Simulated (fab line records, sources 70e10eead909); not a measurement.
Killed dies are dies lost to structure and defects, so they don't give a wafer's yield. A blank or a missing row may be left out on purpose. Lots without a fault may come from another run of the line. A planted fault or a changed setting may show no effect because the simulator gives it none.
Which tool did it? | flow nand_harc | 24 lots, 72 wafers sampled, at 4 steps of a route of 1159

WHAT THE GAUGES READ, wafer by wafer
NHARC_A_BLC_OVL_MEAS_11. Usual: overlay_x_nm 0.3 nm, standard deviation 0.74; overlay_y_nm -0.4 nm, standard deviation 0.78.
lot  | measured     | on         | overlay_x_nm (nm) | overlay_y_nm (nm) | flag
L075 | day 17 15:40 | overlay-02 | 0.5 0.1 0.4       | 0.5 -0.1 -0.2     |
L074 | day 17 16:32 | overlay-02 | 0.1 0.3 0.2       | -0.1 -0.5 -0.3    |
L076 | day 17 17:08 | overlay-02 | 1.1 0.8 0.8       | -0.8 -1.2 -0.7    |
L079 | day 17 21:09 | overlay-02 | -0.2 -0.6 0.0     | -2.8 -2.5 -2.5    |
L078 | day 18 02:57 | overlay-01 | -0.9 -0.8 -1.0    | 0.4 0.5 0.5       |
L077 | day 18 06:10 | overlay-01 | -0.7 -0.8 -0.4    | 0.3 0.0 0.4       |
L080 | day 18 17:01 | overlay-02 | 0.1 1.3 0.5       | -0.8 -0.9 -0.4    |
L082 | day 18 18:13 | overlay-01 | 0.3 -0.5 -0.9     | -1.0 -0.8 -1.3    |
L081 | day 19 05:46 | overlay-01 | -0.5 -0.3 -0.3    | 0.1 -0.2 0.1      |
L083 | day 19 13:43 | overlay-02 | -0.4 0.0 -0.4     | 0.1 -0.4 0.2      |
L084 | day 19 14:43 | overlay-01 | 0.7 1.0 1.1       | -1.5 -1.8 -1.7    |
L085 | day 20 03:00 | overlay-02 | -0.3 0.3 -0.2     | -0.4 -0.2 -0.2    |
L088 | day 20 03:44 | overlay-01 | -0.4 -0.6 -0.5    | -0.6 -0.3 -0.2    |
L087 | day 20 04:22 | overlay-02 | -0.3 -0.1 -0.5    | 0.5 0.6 -0.1      |
L086 | day 20 13:39 | overlay-01 | 0.7 0.4 1.0       | 0.3 0.3 0.6       |
L089 | day 20 16:13 | overlay-02 | 0.4 0.1 0.0       | 0.1 -0.5 -0.1     |
L090 | day 21 06:27 | overlay-01 | 1.6 1.3 1.5       | 0.6 0.7 0.6       |
L091 | day 21 17:01 | overlay-01 | 0.5 0.6 0.8       | -1.0 -0.7 -0.8    |
L094 | day 21 17:40 | overlay-02 | 1.3 1.6 1.5       | 0.3 0.1 0.1       |
L093 | day 21 18:31 | overlay-02 | 1.3 1.6 1.2       | -1.5 -1.2 -0.9    |
L092 | day 22 04:43 | overlay-02 | -0.1 0.4 -0.2     | -1.1 -1.2 -1.0    |
L095 | day 22 10:37 | overlay-01 | 1.0 1.1 0.8       | 0.2 0.0 -0.2      |
L097 | day 22 23:24 | overlay-01 | 0.5 0.9 0.9       | 0.1 0.3 -0.2      |
L096 | day 23 00:02 | overlay-02 | 0.6 0.4 0.1       | 0.4 0.1 0.4       |

WHICH TOOL RAN EACH LOT (tool, then ch and the chambers of the sampled wafers, then the start)
lot  | NHARC_A_CONTACT_ETCH_132             | NHARC_A_CONTACT_ETCH_136             | NHARC_A_CONTACT_ETCH_137
L075 | har_cap_etch-02 ch 0,1, day 16 22:05 | har_cap_etch-01 ch 0,1, day 17 03:34 | har_cap_etch-01 ch 0,1, day 17 03:41
L074 | har_cap_etch-03 ch 0,1, day 16 22:12 | har_cap_etch-02 ch 0,1, day 17 03:53 | har_cap_etch-02 ch 0,1, day 17 04:01
L076 | har_cap_etch-01 ch 0,1, day 17 00:20 | har_cap_etch-01 ch 0,1, day 17 05:59 | har_cap_etch-01 ch 0,1, day 17 06:07
L079 | har_cap_etch-02 ch 0,1, day 17 10:12 | har_cap_etch-02 ch 0,1, day 17 17:02 | har_cap_etch-02 ch 0,1, day 17 17:10
L078 | har_cap_etch-01 ch 0,1, day 17 17:12 | har_cap_etch-03 ch 0,1, day 17 22:36 | har_cap_etch-03 ch 0,1, day 17 22:43
L077 | har_cap_etch-02 ch 0,1, day 17 19:46 | har_cap_etch-02 ch 0,1, day 18 02:02 | har_cap_etch-02 ch 0,1, day 18 02:10
L080 | har_cap_etch-01 ch 0,1, day 18 03:06 | har_cap_etch-01 ch 0,1, day 18 12:59 | har_cap_etch-01 ch 0,1, day 18 13:06
L082 | har_cap_etch-02 ch 0,1, day 18 06:36 | har_cap_etch-02 ch 0,1, day 18 14:13 | har_cap_etch-02 ch 0,1, day 18 14:20
L081 | har_cap_etch-03 ch 0,1, day 18 15:22 | har_cap_etch-03 ch 1, day 18 21:12   | har_cap_etch-03 ch 1, day 18 21:19
L083 | har_cap_etch-01 ch 0,1, day 19 02:26 | har_cap_etch-02 ch 0,1, day 19 09:27 | har_cap_etch-02 ch 0,1, day 19 09:34
L084 | har_cap_etch-02 ch 0,1, day 19 04:06 | har_cap_etch-01 ch 0,1, day 19 10:46 | har_cap_etch-01 ch 0,1, day 19 10:53
L085 | har_cap_etch-02 ch 1, day 19 13:02   | har_cap_etch-01 ch 0,1, day 19 19:00 | har_cap_etch-01 ch 0,1, day 19 19:07
L088 | har_cap_etch-01 ch 0,1, day 19 15:27 | har_cap_etch-03 ch 0,1, day 19 21:44 | har_cap_etch-03 ch 0,1, day 19 21:51
L087 | har_cap_etch-02 ch 0,1, day 19 18:12 | har_cap_etch-03 ch 0,1, day 20 00:07 | har_cap_etch-03 ch 0,1, day 20 00:14
L086 | har_cap_etch-01 ch 0,1, day 19 23:47 | har_cap_etch-01 ch 0,1, day 20 09:08 | har_cap_etch-01 ch 0,1, day 20 09:15
L089 | har_cap_etch-02 ch 0, day 20 06:14   | har_cap_etch-01 ch 0,1, day 20 12:02 | har_cap_etch-01 ch 0,1, day 20 12:09
L090 | har_cap_etch-01 ch 0,1, day 20 17:26 | har_cap_etch-02 ch 0,1, day 21 00:15 | har_cap_etch-02 ch 0,1, day 21 00:22
L091 | har_cap_etch-03 ch 0,1, day 20 20:14 | har_cap_etch-01 ch 0,1, day 21 06:48 | har_cap_etch-01 ch 0,1, day 21 06:55
L094 | har_cap_etch-01 ch 0,1, day 20 23:59 | har_cap_etch-03 ch 0,1, day 21 11:29 | har_cap_etch-03 ch 0,1, day 21 11:37
L093 | har_cap_etch-03 ch 0,1, day 21 06:35 | har_cap_etch-01 ch 0,1, day 21 14:25 | har_cap_etch-01 ch 0,1, day 21 14:32
L092 | har_cap_etch-02 ch 0,1, day 21 19:03 | har_cap_etch-03 ch 0,1, day 22 00:23 | har_cap_etch-03 ch 0,1, day 22 00:31
L095 | har_cap_etch-01 ch 0,1, day 22 00:40 | har_cap_etch-03 ch 0,1, day 22 06:00 | har_cap_etch-03 ch 0,1, day 22 06:07
L097 | har_cap_etch-03 ch 0,1, day 22 13:44 | har_cap_etch-03 ch 0,1, day 22 19:05 | har_cap_etch-03 ch 0,1, day 22 19:15
L096 | har_cap_etch-02 ch 0,1, day 22 14:22 | har_cap_etch-02 ch 0,1, day 22 19:42 | har_cap_etch-02 ch 0,1, day 22 19:50
- NHARC_A_CONTACT_ETCH_132: etches the open film in C4F8/O2/Ar, time 156 s, target depth 958 nm.
- NHARC_A_CONTACT_ETCH_136: etches the open film in C4F8/O2/Ar, time 132 s, target depth 1287 nm.
- NHARC_A_CONTACT_ETCH_137: etches the open film in C4F8/O2/Ar, time 132 s, target depth 1287 nm.

WHAT THE TOOLS THEMSELVES READ (means of the sampled wafers that have a number; where no wafer has one, the mark that the record gives instead)
The record holds no such reading with a usual standard deviation.

THE ANSWER, worked out from the rows above alone
Rule: a lot is off if the mean of its wafers that have a number lies more than 3 standard deviations from the usual mean. A lot without any number at a reading at which 4 lots or more have one is off too. The other lots that the step has rows for count as sound. The gauges are gone through in route order, then the tools' own readings, and for those a lot's mean is taken as printed above. The first step at which some lot is off is used, and at that step the reading that is off furthest; a lot without a number counts as furthest.
No lot is off at any reading shown: from this, nothing can be told.

WHAT THE SIMULATOR HAD PUT IN
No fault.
